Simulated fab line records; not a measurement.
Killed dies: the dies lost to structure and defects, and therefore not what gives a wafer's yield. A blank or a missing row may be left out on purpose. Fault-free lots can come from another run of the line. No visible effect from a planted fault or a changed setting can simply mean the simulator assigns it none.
What tool caused it? -- flow n5Finfet -- at 1 step of a route of 1938, 24 lots with 72 wafers sampled

WHAT THE GAUGES READ, wafer by wafer
N5_BEOL_M4_OVL_MEAS_29. Usual: for V3_OVL the level is 0.7 nm and the standard deviation is 0.67.
lot,measured,on,V3_OVL (nm),flag
L074,day 7 19:59,overlay-02,0.4 -0.7 0.4,
L075,day 7 20:11,overlay-02,1.6 1.9 1.7,
L077,day 7 23:46,overlay-01,0.0 -0.2 0.5,
L076,day 8 08:38,overlay-01,0.8 1.6 1.2,
L078,day 8 12:38,overlay-01,1.4 1.6 1.0,
L079,day 8 18:57,overlay-01,1.0 1.6 0.8,
L080,day 9 02:24,overlay-01,1.4 1.6 1.1,
L081,day 9 08:32,overlay-01,1.4 1.5 0.7,
L082,day 10 04:02,overlay-01,1.4 0.9 1.8,
L083,day 10 07:47,overlay-01,-0.1 0.4 0.7,
L084,day 10 08:41,overlay-02,0.1 0.7 0.5,
L085,day 10 19:11,overlay-01,1.4 1.6 1.3,
L086,day 11 00:07,overlay-02,0.3 0.8 0.0,
L087,day 11 02:48,overlay-02,0.6 0.2 0.9,
L088,day 11 03:58,overlay-01,0.1 1.0 0.5,
L089,day 11 11:28,overlay-02,0.8 0.4 0.4,
L090,day 11 16:03,overlay-02,1.0 1.7 1.8,
L092,day 12 11:15,overlay-01,0.5 0.1 0.3,
L093,day 12 12:38,overlay-02,1.7 1.2 1.4,
L094,day 12 18:50,overlay-01,0.3 0.1 0.6,
L095,day 13 01:31,overlay-02,-0.1 0.0 0.5,
L096,day 13 04:46,overlay-02,0.3 0.4 0.2,
L097,day 13 16:58,overlay-02,0.0 0.9 0.8,
L091,day 13 22:37,overlay-02,-0.6 -1.2 -0.7,

TOOL THAT RAN EACH LOT (tool first, then ch and the chambers of the sampled wafers, then the start)
No process step before these readings appears in the record.

AS READ BY THE TOOLS THEMSELVES (means over the sampled wafers that have a number; for cases with no such wafer, the mark the record gives instead)
The record holds no such reading with a usual standard deviation.

THE ANSWER, worked out from the rows above alone
Rule: a lot counts as off when the mean over its wafers that have a number is more than 3 standard deviations away from the usual mean. A lot without any number at a reading at which 4 lots or more have one is off too. Any other lot the step has rows for is counted as sound. The gauges are gone through in route order, then the tools' own readings, and for those a lot's mean is taken as printed above. The first step at which some lot is off is used, and at that step the reading that is off furthest; a lot without a number counts as furthest.
Nothing can be told from this: no lot is off at any reading shown.

WHAT THE SIMULATOR PUT IN
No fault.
